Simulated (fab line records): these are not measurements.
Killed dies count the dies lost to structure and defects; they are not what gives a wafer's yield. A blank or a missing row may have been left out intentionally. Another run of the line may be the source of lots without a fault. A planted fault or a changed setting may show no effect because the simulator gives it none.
8D (eight disciplines) problem report, filled in by code :: flow n5Finfet :: the parts of the form that need people (team, actions taken, sign-off) are left out

## 1. WHAT WENT WRONG
Wafers without a fault read 1499.9 rpm, standard deviation 1; spinSpeedRpm at N5_BEOL_M6_COAT_63 reads a mean of 1395.2 rpm on 9 wafers belonging to 3 lots. So: -99 or more standard deviations from the usual mean.
The step: time 60 s, resist thk 60 nm.
The first sign was on wafer L949.1 at day 11 21:15, on lithoTrack-03. The record has a number at this step for 15 wafers belonging to 5 lots. Rule for "out", or "out of limits": more than 4 standard deviations from the usual mean. Any other wafer with a number is counted as sound.

## 2. WHAT IT IS, WHAT IT ISN'T
question: which readings at this step
is: spinSpeedRpm
is not: -

question: which lots
is: L949, L951, L953
is not: L948, L957

question: which wafers of those lots
is: all that have a number
is not: -

question: read on which tools
is: lithoTrack-03
is not: lithoTrack-02

question: when
is: from day 11 21:15
is not: up to then (3 sound wafers); but 3 sound wafers of L957 came after

## 3. WHAT RULES OUT EACH SUSPECT
Counting: any tool at a process step up to the reading is kept as a suspect provided that every lot that is out went through it and no sound lot did after the first of them.
- lithoTrack-03 at N5_BEOL_M6_COAT_63 (time 60 s, resist thk 60 nm): kept. It processed each lot that is out, first L949 at day 11 21:15, and no sound lot thereafter; up to then, the last sound lot it processed was L948 at day 11 04:47. Its own readings are out on those wafers: spinSpeedRpm.
Left after counting: lithoTrack-03 at N5_BEOL_M6_COAT_63.

## 4. THE CAUSE (what the simulator had put in)
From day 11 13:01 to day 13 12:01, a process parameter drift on lithoTrack-03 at N5_BEOL_M6_COAT_63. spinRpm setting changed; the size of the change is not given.
Only this tool survived the counting.

## 5. SEQUENCE OF EFFECTS, ordered by route
Each row: a reading where the mean over the struck wafers with a number is more than 3 standard deviations away from the usual. Only readings whose record carries a usual standard deviation are examined. hours: median over the lots of the time between each lot's start at the first step of this table that gives one and its start at this step. sigmas: the change, counted in usual standard deviations.
hours: 0
step: N5_BEOL_M6_COAT_63
reading: spinSpeedRpm
usual: 1499.9 rpm
on struck wafers: 1395.2
change: -104.7
sigmas: -99 or more
The process steps in it:
- N5_BEOL_M6_COAT_63: time 60 s, resist thk 60 nm.

## 6. HOW IT WOULD HAVE BEEN CAUGHT EARLIER
In this record no reading fell out of limits until day 11 21:15, 8 hours after the fault had begun at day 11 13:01.
